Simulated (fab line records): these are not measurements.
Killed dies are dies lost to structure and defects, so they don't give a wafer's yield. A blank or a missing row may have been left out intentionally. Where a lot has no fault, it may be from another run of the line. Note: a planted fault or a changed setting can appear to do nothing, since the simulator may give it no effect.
fab line records	flow nand_harc
record: lots: 6	wafers: 18	last_day: 24
route steps=1159 shown P_M2@329 END@1159
lots that met no fault: taken from a fault-free run of the same line
start_h: hours from the record's opening day to when the first of the lot's shown wafers began	wait_h: hours since the lot's step before	" the same as in the row above	L1.1+2: several wafers, shown together as one row	- no value, or no start was given	* or withheld: withheld	< > ~ a bound
route shown NAME@n: NAME is a module with steps in the file, n the number in the route of the first one	usual: mean/standard deviation taken from wafers without a fault	same: alike in all rows	chamber/n: place in a boat	sites: per-site readings	_std_site: the values' standard deviation	_edge_site: mean of outer sites minus mean of inner sites	radius_mm: for every site, how far away it sits from the centre of the wafer	mask NAME#n: copy n	behind: the last tool/chamber to shape the wafer	hold: why the lot was held/for how many hours/how that ended	device: which transistor (n, p or np) failed to switch	end of line: the same wafers' tests at the end of the route	a step with no rows: only its recipe	killed: dies that structure and defects cost at the first sort, which is not the same as the wafer's yield	map: shows each die of a wafer: x if killed, . if not, _ if none is there
set.NAME: the setting the step ran with; set.NAME@STEP: the setting that earlier step ran with	model.NAME: the simulator's own value behind a step, which no gauge read
lots seen at some steps along the route; tables by step, rows by wafer
services: a tool's chamber out of use, with start hour (start_h, from the record's first day; less than 0 if before it), hours out, and reason
== steps ==
step: NHARC_P_M2_OVL_MEAS_10
recipe: pitch_nm: 340
usual: overlay_x_nm: 0.1/0.72	overlay_y_nm: -0.2/1
lot.wafer	tool	chamber	start_h	wait_h	overlay_x_nm	overlay_y_nm
L646.2	overlay-02	-	134.10	-	0.6	-0.6
L646.4	"	-	"	"	0.1	-0.7
L646.5	"	-	"	"	0.5	-1.0
L647.1	overlay-02	-	135.01	-	0.4	-0.3
L647.4	"	-	"	"	0.0	0.0
L647.6	"	-	"	"	0.2	-0.5
L649.1	overlay-01	-	150.47	-	-0.4	3.1
L649.2	"	-	"	"	-0.6	1.9
L649.4	"	-	"	"	0.2	1.4
L658.1	overlay-01	-	209.40	-	0.1	-0.2
L658.4	"	-	"	"	0.6	0.2
L658.6	"	-	"	"	-0.1	-0.1
L655.1	overlay-01	-	215.37	-	-0.4	0.2
L655.5	"	-	"	"	-0.2	-0.2
L655.6	"	-	"	"	0.1	0.2
L665.2	overlay-01	-	234.97	-	-0.2	0.7
L665.4	"	-	"	"	0.3	0.0
L665.6	"	-	"	"	0.3	0.1
step: NHARC_P_M2_INSPECT_11
usual: raw_defect_count: 4.3/2.3
lot.wafer	tool	chamber	start_h	wait_h	raw_defect_count
L646.2	defect_inspect-02	-	134.14	0.0	1
L646.4	"	-	"	"	3
L646.5	"	-	"	"	4
L647.1	defect_inspect-02	-	135.05	0.0	2
L647.4	"	-	"	"	4
L647.6	"	-	"	"	2
L649.1	defect_inspect-02	-	150.50	0.0	5
L649.2	"	-	"	"	1
L649.4	"	-	"	"	2
L658.1	defect_inspect-02	-	209.44	0.0	8
L658.4	"	-	"	"	4
L658.6	"	-	"	"	5
L655.1	defect_inspect-02	-	215.41	0.0	6
L655.5	"	-	"	"	6
L655.6	"	-	"	"	5
L665.2	defect_inspect-01	-	235.00	0.0	11
L665.4	"	-	"	"	7
L665.6	"	-	"	"	3
step: NHARC_P_M2_DESCUM_14
recipe: time_s: 3	o2_flow_sccm: 200	ar_flow_sccm: 0	bias_power_w: 0	chemistry: O2
usual: drypump_motor_current_A: 6.0/0.45	oes_product_au: 0.997/0.007	rf_vpp_V: 58.1/0.93	showerhead_plenum_p_Torr: 1.98/0.069	throttle_valve_pct: 11.312/0.0089
lot.wafer	tool	chamber	start_h	wait_h	drypump_motor_current_A	oes_product_au	rf_hours_counter_h	rf_vpp_V	showerhead_plenum_p_Torr	throttle_valve_pct
L646.4	rie_diel-06	1	134.20	0.1	6.5	1.004	2	59.7	2.02	11.310
L646.2	"	0	"	"	5.8	0.994	2	56.8	2.02	11.309
L646.5	"	2	"	"	6.0	0.983	-	58.2	1.94	11.303
L647.1	rie_diel-06	3	135.13	0.1	5.8	0.992	2	59.4	2.00	11.313
L647.4	"	0	"	"	5.8	0.989	2	58.5	2.02	11.299
L647.6	"	2	"	"	6.1	0.985	-	56.0	1.93	11.302
L649.4	rie_diel-06	1	150.57	0.1	6.6	1.004	2	59.0	2.02	11.321
L649.1	"	2	"	"	6.1	1.000	2	58.3	1.93	11.331
L649.2	"	3	"	"	5.8	0.999	2	58.6	2.00	11.319
L658.1	rie_diel-06	1	209.57	0.1	6.5	1.001	5	57.7	2.02	11.321
L658.6	"	0	"	"	5.8	1.000	-	57.7	2.02	11.319
L658.4	"	1	"	"	6.6	1.003	-	58.4	2.02	11.308
L655.1	rie_diel-06	1	215.48	0.1	6.5	0.996	5	58.7	2.02	11.310
L655.5	"	0	"	"	5.8	0.989	-	58.7	2.02	11.331
L655.6	"	1	"	"	6.6	0.998	-	58.7	2.02	11.300
L665.2	rie_diel-02	1	235.08	0.1	4.9	0.996	16	57.3	1.96	11.312
L665.4	"	2	"	"	5.5	1.006	16	59.0	1.79	11.325
L665.6	"	3	"	"	5.8	0.985	-	58.5	2.00	11.309
step: NHARC_P_M2_ETCH_35
recipe: target_depth_a: 400	overetch_a: 120	time_s: 43.94	ion_energy_ev: 200	n2_flow_sccm: 150	h2_flow_sccm: 150	ar_flow_sccm: 0	rf_w: 400	bias_w: 150	chemistry: N2/H2
step: NHARC_P_M2_ETCH_15
recipe: target_depth_a: 1825	time_s: 91.2	c4f8_flow_sccm: withheld	ar_flow_sccm: 400	rf_w: 600	bias_w: 300	chemistry: C4F8/Ar
step: NHARC_P_M2_CD_MEAS_16
usual: cd_nm: 170.0/0.59
lot.wafer	tool	chamber	start_h	wait_h	cd_nm
L646.2	cd_sem-03	-	134.51	-	170.5
L646.4	"	-	"	"	170.0
L646.5	"	-	"	"	170.6
L647.1	cd_sem-01	-	135.41	-	170.4
L647.4	"	-	"	"	170.1
L647.6	"	-	"	"	170.4
L649.1	cd_sem-03	-	150.87	-	172.1
L649.2	"	-	"	"	170.7
L649.4	"	-	"	"	170.7
L658.1	cd_sem-01	-	209.98	-	170.2
L658.4	"	-	"	"	169.3
L658.6	"	-	"	"	169.7
L655.1	cd_sem-02	-	215.77	-	170.7
L655.5	"	-	"	"	170.0
L655.6	"	-	"	"	171.1
L665.2	cd_sem-01	-	235.37	-	168.8
L665.4	"	-	"	"	169.2
L665.6	"	-	"	"	170.2
step: NHARC_P_M2_STRIP_18
recipe: power_w: 1000	n2_flow_sccm: 150	h2_flow_sccm: 150	ar_flow_sccm: 0	bias_w: 0	chemistry: N2/H2
step: NHARC_P_M2_ETCH_28
recipe: target_depth_a: 300	over_etch_frac: 0.3	time_s: 72.99	ion_energy_ev: 150	cf4_flow_sccm: 50	n2_flow_sccm: 100	ar_flow_sccm: 150	rf_w: 300	bias_w: 100	chemistry: CF4/N2
step: NHARC_P_M2_STRIP_19
recipe: time_s: 600	temp_c: 30	chemistry: post_etch_residue_remover
step: NHARC_P_M2_DEGAS_29
recipe: temp_c: 250	time_s: 60
usual: heater_power_w: 343/43
lot.wafer	tool	chamber	start_h	wait_h	heater_power_w
L646.2	pvd_sputter-02	-	135.23	-	326
L646.4	"	-	"	"	291
L646.5	"	-	"	"	310
L647.4	pvd_sputter-03	-	136.13	-	452
L647.1	"	-	"	"	360
L647.6	"	-	"	"	355
L649.1	pvd_sputter-01	-	151.70	-	278
L649.2	"	-	"	"	338
L649.4	"	-	"	"	307
L658.1	pvd_sputter-01	-	210.82	-	312
L658.4	"	-	"	"	294
L658.6	"	-	"	"	305
L655.1	pvd_sputter-01	-	216.51	-	294
L655.6	"	-	"	"	309
L655.5	"	-	"	"	296
L665.4	pvd_sputter-03	-	236.16	-	360
L665.2	"	-	"	"	439
L665.6	"	-	"	"	337
step: NHARC_P_M2_PRE_CLEAN_30
recipe: time_s: 30	temp_c: 280	gas: H2/He
usual: heater_power_w: 421/53
lot.wafer	tool	chamber	start_h	wait_h	heater_power_w
L646.2	pvd_sputter-02	-	-	-	352
L646.4	"	-	"	"	382
L646.5	"	-	"	"	360
L647.1	pvd_sputter-03	-	-	-	422
L647.4	"	-	"	"	448
L647.6	"	-	"	"	409
L649.2	pvd_sputter-01	-	-	-	356
L649.1	"	-	"	"	367
L649.4	"	-	"	"	422
L658.4	pvd_sputter-01	-	-	-	406
L658.1	"	-	"	"	370
L658.6	"	-	"	"	355
L655.1	pvd_sputter-01	-	-	-	367
L655.6	"	-	"	"	405
L655.5	"	-	"	"	384
L665.4	pvd_sputter-03	-	-	-	529
L665.2	"	-	"	"	441
L665.6	"	-	"	"	454
step: NHARC_P_M2_PVD_20
recipe: target_thk_a: 50	bias_v: 168.6	power_w: 15000	chamber_pressure_pa: 0.12	time_s: 8.06	substrate_temp_c: 50	material: TaN
step: NHARC_P_M2_PVD_21
recipe: target_thk_a: 300	chamber_pressure_pa: 5	power_w: 5000	substrate_temp_c: 30	time_s: 20.49	material: Cu
usual: throttle_valve_pct: 30.4/1
lot.wafer	tool	chamber	start_h	wait_h	throttle_valve_pct
L646.2	pvd_sputter-02	-	135.46	-	30.2
L646.4	"	-	"	"	28.4
L646.5	"	-	"	"	31.1
L647.4	pvd_sputter-03	-	136.37	-	30.2
L647.1	"	-	"	"	31.6
L647.6	"	-	"	"	30.5
L649.4	pvd_sputter-01	-	151.92	-	32.0
L649.2	"	-	"	"	32.0
L649.1	"	-	"	"	28.2
L658.1	pvd_sputter-01	-	211.05	-	31.5
L658.4	"	-	"	"	31.4
L658.6	"	-	"	"	27.6
L655.1	pvd_sputter-01	-	216.76	-	31.4
L655.5	"	-	"	"	31.7
L655.6	"	-	"	"	31.3
L665.2	pvd_sputter-03	-	236.46	-	30.1
L665.4	"	-	"	"	30.4
L665.6	"	-	"	"	30.3
step: NHARC_P_M2_ECD_22
recipe: target_thk_a: 4000	bath_temp_c: 25	material: Cu
step: NHARC_P_M2_ANNEAL_31
recipe: temp_c: 225	time_s: 90
usual: wafer_temp_C_max: 226.3/0.41
lot.wafer	tool	chamber	start_h	wait_h	wafer_temp_C_max
L646.2	rtp_anneal-01	0	136.01	-	226.2
L646.4	"	0	"	"	225.7
L646.5	"	0	"	"	225.7
L647.1	rtp_anneal-01	0	136.86	0.3	226.2
L647.4	"	0	"	"	226.0
L647.6	"	0	"	"	226.0
L649.1	rtp_anneal-01	0	152.44	-	226.2
L649.2	"	0	"	"	225.9
L649.4	"	0	"	"	225.9
L658.1	rtp_anneal-02	0	211.55	0.3	226.5
L658.4	"	0	"	"	227.1
L658.6	"	0	"	"	227.2
L655.1	rtp_anneal-02	0	217.24	0.3	226.4
L655.5	"	0	"	"	226.7
L655.6	"	0	"	"	226.4
L665.2	rtp_anneal-02	0	237.13	0.4	227.1
L665.4	"	0	"	"	226.9
L665.6	"	0	"	"	226.7
step: NHARC_P_M2_CMP_23
recipe: t_overpolish_s: 20	target_thk_nm: 144.3
step: NHARC_P_M2_SRD_25
step: NHARC_P_M2_INSPECT_27
usual: raw_defect_count: 338/140
lot.wafer	tool	chamber	start_h	wait_h	raw_defect_count
L646.2	defect_inspect-02	-	136.78	0.0	218
L646.4	"	-	"	"	496
L646.5	"	-	"	"	212
L647.1	defect_inspect-02	-	137.68	0.0	185
L647.4	"	-	"	"	402
L647.6	"	-	"	"	367
L649.1	defect_inspect-02	-	153.26	0.0	215
L649.2	"	-	"	"	166
L649.4	"	-	"	"	250
L658.1	defect_inspect-02	-	212.38	0.0	219
L658.4	"	-	"	"	239
L658.6	"	-	"	"	246
L655.1	defect_inspect-01	-	218.06	0.0	270
L655.5	"	-	"	"	403
L655.6	"	-	"	"	282
L665.2	defect_inspect-01	-	237.89	0.0	288
L665.4	"	-	"	"	193
L665.6	"	-	"	"	219
step: NHARC_P_M2_PRE_CLEAN_32
recipe: time_s: 12	temp_c: 370	rf_power_w: 300	gas: NH3
step: NHARC_P_M2_DEP_33
recipe: target_thk_a: 300	temp_c: 370	target_thk_nm: 30	pressure_torr: 3	flow_sccm: 200	rf_w: 450	material: SiCN
usual: heater_power_outer_w: 334/57	heater_power_w: 616/72
lot.wafer	tool	chamber	start_h	wait_h	heater_power_outer_w	heater_power_w
L646.2	pecvd-02	1	136.97	0.1	295	541
L646.5	"	0	"	"	407	674
L646.4	"	1	"	"	300	544
L647.1	pecvd-03	2	137.87	0.1	392	681
L647.6	"	1	"	"	309	563
L647.4	"	0	"	"	296	510
L649.2	pecvd-04	2	153.45	0.1	296	598
L649.1	"	0	"	"	335	661
L649.4	"	1	"	"	370	672
L658.1	pecvd-02	2	212.52	0.1	375	682
L658.4	"	2	"	"	379	694
L658.6	"	1	"	"	334	600
L655.1	pecvd-04	2	218.29	0.1	245	553
L655.6	"	0	"	"	288	588
L655.5	"	1	"	"	374	693
L665.2	pecvd-04	1	238.27	0.1	334	638
L665.4	"	2	"	"	240	539
L665.6	"	0	"	"	327	640
step: NHARC_END_SORT_01
recipe: temp_c: 25
usual: defect_limited_yield: 95.1/1.6	killed_at_array: 29/11	killed_at_other: 0.6/0.92	killed_at_periphery: 3.2/2	killed_dies: 33/11	killed_open: 3.2/2	killed_short: 1.9/1.5	sort_bin_2_pct: 1.6/0.67	sort_bin_3_pct: 0.26/0.22	sort_bin_4_pct: 3.1/1.1	sort_n_pass: 644/11	sort_rim_yield_pct: 96.3/2.5	sort_yield_pct: 95.1/1.6
same: gross_dies: 677	sort_bin_5_pct[%]: 0	sort_bin_6_pct[%]: 0	sort_bin_7_pct[%]: 0	sort_bin_8_pct[%]: 0	sort_rim_n_gross: 106.00
lot.wafer	tool	chamber	start_h	wait_h	defect_limited_yield[%]	killed_at_array	killed_at_other	killed_at_periphery	killed_dies	killed_open	killed_short	sort_bin_2_pct[%]	sort_bin_3_pct[%]	sort_bin_4_pct[%]	sort_n_pass	sort_rim_yield_pct[%]	sort_yield_pct[%]
L649.1	prober-01	0	453.77	2.5	95.7	29	0	0	29	3	2	1.5	0.15	2.7	648	97.2	95.7
L649.2	prober-01	0	454.56	2.8	97.0	18	1	1	20	5	1	0.6	0	2.4	657	98.1	97.0
L649.4	prober-01	0	456.14	3.4	96.3	23	0	2	25	7	1	0.9	0	2.8	652	97.2	96.3
L647.1	prober-02	0	459.46	2.5	97.0	18	0	2	20	2	3	0.9	0	2.1	657	98.1	97.0
L647.4	prober-02	0	461.82	3.4	96.6	17	2	4	23	6	3	0.9	0.15	2.4	654	97.2	96.6
L647.6	prober-02	0	463.39	3.9	95.7	25	0	4	29	2	1	1.6	0	2.7	648	100.0	95.7
L658.1	prober-01	0	510.84	2.5	0	41	0	636	677	3	4	94.8	0.59	4.6	0	0	0
L658.4	prober-01	0	513.19	3.4	0	46	0	631	677	2	2	95.6	0.59	3.8	0	0	0
L658.6	prober-01	0	514.75	3.9	0	34	0	643	677	5	4	96.5	0.15	3.4	0	0	0
L655.1	prober-01	0	519.44	2.5	0	31	0	646	677	0	1	96.2	0.30	3.5	0	0	0
L655.5	prober-01	0	522.57	3.6	0	35	0	642	677	7	1	96.5	0.59	3.0	0	0	0
L655.6	prober-01	0	523.35	3.9	0	22	0	655	677	5	1	97.3	0.15	2.5	0	0	0
L665.2	prober-01	0	563.54	2.8	94.2	32	1	6	39	4	2	2.1	0.59	3.1	638	97.2	94.2
L665.4	prober-01	0	565.16	3.4	95.1	29	3	1	33	0	3	1.8	0.15	3.0	644	98.1	95.1
L665.6	prober-01	0	566.79	4.1	95.4	27	0	4	31	1	2	1.3	0.30	3.0	646	99.1	95.4
killed by level:class
L649.1 A_CHANNEL_HOLE_D1:chamber_film_flake=17 A_M0:geometric_particle:open=3 A_WL_FILL:chamber_film_flake=2 A_CONTACT:chamber_film_flake=2 A_CHANNEL_HOLE_D1:geometric_particle:short=1 A_CONTACT:geometric_particle:short=1 A_CHANNEL_FILL_D1:chamber_film_flake=1 A_STAIRCASE:chamber_film_flake=1
L649.2 A_CHANNEL_HOLE_D1:chamber_film_flake=11 A_ONON_D1:geometric_particle:open=2 A_CONTACT:geometric_particle:open=2 P_M0:geometric_particle:open=1 A_M1:geometric_particle:short=1 A_STAIRCASE:chamber_film_flake=1 A_CONTACT:chamber_film_flake=1 THIN_TSV:chamber_film_flake=1
L649.4 A_CHANNEL_HOLE_D1:chamber_film_flake=14 A_CONTACT:geometric_particle:open=4 P_M0:geometric_particle:open=1 A_STAIRCASE:geometric_particle:short=1 A_WL_FILL:geometric_particle:open=1 A_M1:geometric_particle:open=1 P_ZERO_WELL:chamber_film_flake=1 A_SLIT:chamber_film_flake=1
L647.1 A_CHANNEL_HOLE_D1:chamber_film_flake=8 A_ONON_D1:geometric_particle:short=2 A_STAIRCASE:chamber_film_flake=2 A_CONTACT:chamber_film_flake=2 P_M0:geometric_particle:open=1 A_WL_FILL:geometric_particle:short=1 A_BLC:geometric_particle:open=1 P_GATE:chamber_film_flake=1
L647.4 A_CHANNEL_HOLE_D1:chamber_film_flake=10 A_M0:geometric_particle:open=2 A_STAIRCASE:chamber_film_flake=2 P_M0:geometric_particle:open=1 P_M1:geometric_particle:short=1 P_M2:geometric_particle:open=1 A_WL_FILL:geometric_particle:short=1 A_CONTACT:geometric_particle:open=1
L647.6 A_CHANNEL_HOLE_D1:chamber_film_flake=17 A_STAIRCASE:chamber_film_flake=4 P_GATE:chamber_film_flake=2 P_M0:geometric_particle:open=1 P_M2:geometric_particle:open=1 A_WL_FILL:geometric_particle:short=1 A_ZERO_WELL:chamber_film_flake=1 A_CONTACT:chamber_film_flake=1
L658.1 P_M2:area_pvd=629 A_CHANNEL_HOLE_D1:chamber_film_flake=18 A_SLIT:chamber_film_flake=10 P_ZERO_WELL:chamber_film_flake=4 A_STAIRCASE:chamber_film_flake=3 A_CONTACT:chamber_film_flake=3 P_GATE:geometric_particle:open=1 P_CONTACT:geometric_particle:short=1
L658.4 P_M2:area_pvd=628 A_CHANNEL_HOLE_D1:chamber_film_flake=26 A_SLIT:chamber_film_flake=12 A_M0:geometric_particle:open=2 P_ZERO_WELL:chamber_film_flake=2 A_STAIRCASE:chamber_film_flake=2 A_WL_FILL:chamber_film_flake=2 P_STI:geometric_particle:short=1
L658.6 P_M2:area_pvd=635 A_CHANNEL_HOLE_D1:chamber_film_flake=16 A_SLIT:chamber_film_flake=8 A_CONTACT:chamber_film_flake=5 P_ZERO_WELL:chamber_film_flake=2 P_GATE:geometric_particle:short=1 P_GATE:geometric_particle:open=1 P_CONTACT:geometric_particle:short=1
L655.1 P_M2:area_pvd=644 A_SLIT:chamber_film_flake=18 A_CHANNEL_HOLE_D1:chamber_film_flake=6 A_ZERO_WELL:chamber_film_flake=2 A_WL_FILL:chamber_film_flake=2 A_CONTACT:chamber_film_flake=2 A_CHANNEL_FILL_D1:geometric_particle:short=1 P_ZERO_WELL:chamber_film_flake=1
L655.5 P_M2:area_pvd=637 A_SLIT:chamber_film_flake=14 A_CHANNEL_HOLE_D1:chamber_film_flake=6 A_CONTACT:chamber_film_flake=4 P_ZERO_WELL:chamber_film_flake=3 P_M0:geometric_particle:open=2 A_ZERO_WELL:chamber_film_flake=2 A_STAIRCASE:chamber_film_flake=2
L655.6 P_M2:area_pvd=651 A_SLIT:chamber_film_flake=7 A_STAIRCASE:chamber_film_flake=4 A_CONTACT:geometric_particle:open=3 A_CONTACT:chamber_film_flake=3 P_ZERO_WELL:chamber_film_flake=2 A_CHANNEL_HOLE_D1:chamber_film_flake=2 P_CONTACT:geometric_particle:open=1
L665.2 A_CHANNEL_HOLE_D1:chamber_film_flake=20 A_STAIRCASE:chamber_film_flake=4 A_CONTACT:chamber_film_flake=4 P_M1:chamber_film_flake=3 A_CONTACT:geometric_particle:open=2 P_GATE:geometric_particle:short=1 P_GATE:geometric_particle:open=1 A_CHANNEL_FILL_D1:geometric_particle:short=1
L665.4 A_CHANNEL_HOLE_D1:chamber_film_flake=22 A_CONTACT:chamber_film_flake=3 THIN_TSV:chamber_film_flake=2 A_ONON_D1:geometric_particle:short=1 A_CHANNEL_FILL_D1:geometric_particle:short=1 A_CONTACT:geometric_particle:short=1 P_STI:chamber_film_flake=1 A_STAIRCASE:chamber_film_flake=1
L665.6 A_CHANNEL_HOLE_D1:chamber_film_flake=20 A_CONTACT:chamber_film_flake=3 P_M1:chamber_film_flake=2 A_STAIRCASE:chamber_film_flake=2 P_CONTACT:geometric_particle:open=1 A_ONON_D1:geometric_particle:short=1 A_CHANNEL_FILL_D1:geometric_particle:short=1 P_STI:chamber_film_flake=1
map L655.1 (x killed, . not)
____________x____________
_________xxxxxxx_________
_______xxxxxxxxxxx_______
______xxxxxxxxxxxxx______
_____xxxxxxxxxxxxxxx_____
____xxxxxxxxxxxxxxxxx____
____xxxxxxxxxxxxxxxxx____
___xxxxxxxxxxxxxxxxxxx___
___xxxxxxxxxxxxxxxxxxx___
__xxxxxxxxxxxxxxxxxxxxx__
__xxxxxxxxxxxxxxxxxxxxx__
_xxxxxxxxxxxxxxxxxxxxxxx_
_xxxxxxxxxxxxxxxxxxxxxxx_
_xxxxxxxxxxxxxxxxxxxxxxx_
_xxxxxxxxxxxxxxxxxxxxxxx_
_xxxxxxxxxxxxxxxxxxxxxxx_
xxxxxxxxxxxxxxxxxxxxxxxxx
xxxxxxxxxxxxxxxxxxxxxxxxx
xxxxxxxxxxxxxxxxxxxxxxxxx
xxxxxxxxxxxxxxxxxxxxxxxxx
xxxxxxxxxxxxxxxxxxxxxxxxx
_xxxxxxxxxxxxxxxxxxxxxxx_
_xxxxxxxxxxxxxxxxxxxxxxx_
_xxxxxxxxxxxxxxxxxxxxxxx_
_xxxxxxxxxxxxxxxxxxxxxxx_
_xxxxxxxxxxxxxxxxxxxxxxx_
__xxxxxxxxxxxxxxxxxxxxx__
__xxxxxxxxxxxxxxxxxxxxx__
___xxxxxxxxxxxxxxxxxxx___
___xxxxxxxxxxxxxxxxxxx___
____xxxxxxxxxxxxxxxxx____
____xxxxxxxxxxxxxxxxx____
_____xxxxxxxxxxxxxxx_____
______xxxxxxxxxxxxx______
_______xxxxxxxxxxx_______
_________xxxxxxx_________
____________x____________
map L658.1 (x killed, . not)
____________x____________
_________xxxxxxx_________
_______xxxxxxxxxxx_______
______xxxxxxxxxxxxx______
_____xxxxxxxxxxxxxxx_____
____xxxxxxxxxxxxxxxxx____
____xxxxxxxxxxxxxxxxx____
___xxxxxxxxxxxxxxxxxxx___
___xxxxxxxxxxxxxxxxxxx___
__xxxxxxxxxxxxxxxxxxxxx__
__xxxxxxxxxxxxxxxxxxxxx__
_xxxxxxxxxxxxxxxxxxxxxxx_
_xxxxxxxxxxxxxxxxxxxxxxx_
_xxxxxxxxxxxxxxxxxxxxxxx_
_xxxxxxxxxxxxxxxxxxxxxxx_
_xxxxxxxxxxxxxxxxxxxxxxx_
xxxxxxxxxxxxxxxxxxxxxxxxx
xxxxxxxxxxxxxxxxxxxxxxxxx
xxxxxxxxxxxxxxxxxxxxxxxxx
xxxxxxxxxxxxxxxxxxxxxxxxx
xxxxxxxxxxxxxxxxxxxxxxxxx
_xxxxxxxxxxxxxxxxxxxxxxx_
_xxxxxxxxxxxxxxxxxxxxxxx_
_xxxxxxxxxxxxxxxxxxxxxxx_
_xxxxxxxxxxxxxxxxxxxxxxx_
_xxxxxxxxxxxxxxxxxxxxxxx_
__xxxxxxxxxxxxxxxxxxxxx__
__xxxxxxxxxxxxxxxxxxxxx__
___xxxxxxxxxxxxxxxxxxx___
___xxxxxxxxxxxxxxxxxxx___
____xxxxxxxxxxxxxxxxx____
____xxxxxxxxxxxxxxxxx____
_____xxxxxxxxxxxxxxx_____
______xxxxxxxxxxxxx______
_______xxxxxxxxxxx_______
_________xxxxxxx_________
____________x____________
== services ==
tool	chamber	start_h	hours	kind
pecvd-03	-	111.36	13.0	pm
pvd_sputter-03	-	122.19	4.2	repair
rie_diel-06	0	122.20	-	clean
rie_diel-06	1	122.20	-	clean
rie_diel-06	2	122.20	-	clean
rie_diel-06	3	122.20	-	clean
rie_diel-06	0	146.71	-	clean
rie_diel-06	1	146.71	-	clean
rie_diel-06	2	146.71	-	clean
pvd_sputter-01	-	147.89	1.3	repair
rie_diel-02	-	150.70	9.0	pm
rie_diel-06	3	150.80	12.5	repair
pecvd-02	-	153.32	13.0	pm
rie_diel-06	0	157.91	4.4	repair
pvd_sputter-01	-	158.00	10.0	pm
pvd_sputter-01	-	169.28	0.5	repair
pecvd-03	0	171.37	27.8	repair
pecvd-03	-	177.00	0.7	repair
pecvd-04	-	195.48	13.0	pm
rie_diel-06	2	203.96	7.2	repair
pecvd-02	-	206.71	0.5	repair
pvd_sputter-02	-	214.05	10.0	pm
rie_diel-06	3	232.60	25.1	repair
pvd_sputter-01	-	234.33	4.0	repair
== key ==
first_sign: step: NHARC_END_SORT_01	reading: killed_at_periphery	direction: up	sigmas: 99+	usual: 3.2	struck: 642.2
effect: step: NHARC_END_SORT_01	reading: sort_bin_2_pct	direction: up	sigmas: 99+	usual: 1.6	struck: 96.1
more_kills_born_at: NHARC_P_M2_PVD_21@pvd_sputter-01: 3824
met_at NHARC_P_M2_PVD_21
struck_wafers L655.1,L655.5,L655.6,L658.1,L658.4,L658.6
later_rows_left_out L655.1,L655.5,L655.6,L658.1,L658.4,L658.6
onset_between 151.92 211.05
also_fits NHARC_P_M2_DESCUM_14:rie_diel-06,NHARC_P_M2_DEGAS_29:pvd_sputter-01,NHARC_P_M2_PRE_CLEAN_30:pvd_sputter-01
fault: kind: process_parameter_drift	tool: pvd_sputter-01	chamber: -	onset_h: 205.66	steps: NHARC_P_M2_PVD_21	channel: target_thk_a	offset: *	shape: step	end_h: 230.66	acts_in: *	stated: *
later_rows_left_out: the simulator's readings of these wafers behind a module that went badly wrong aren't trusted and aren't shown, but for the sort
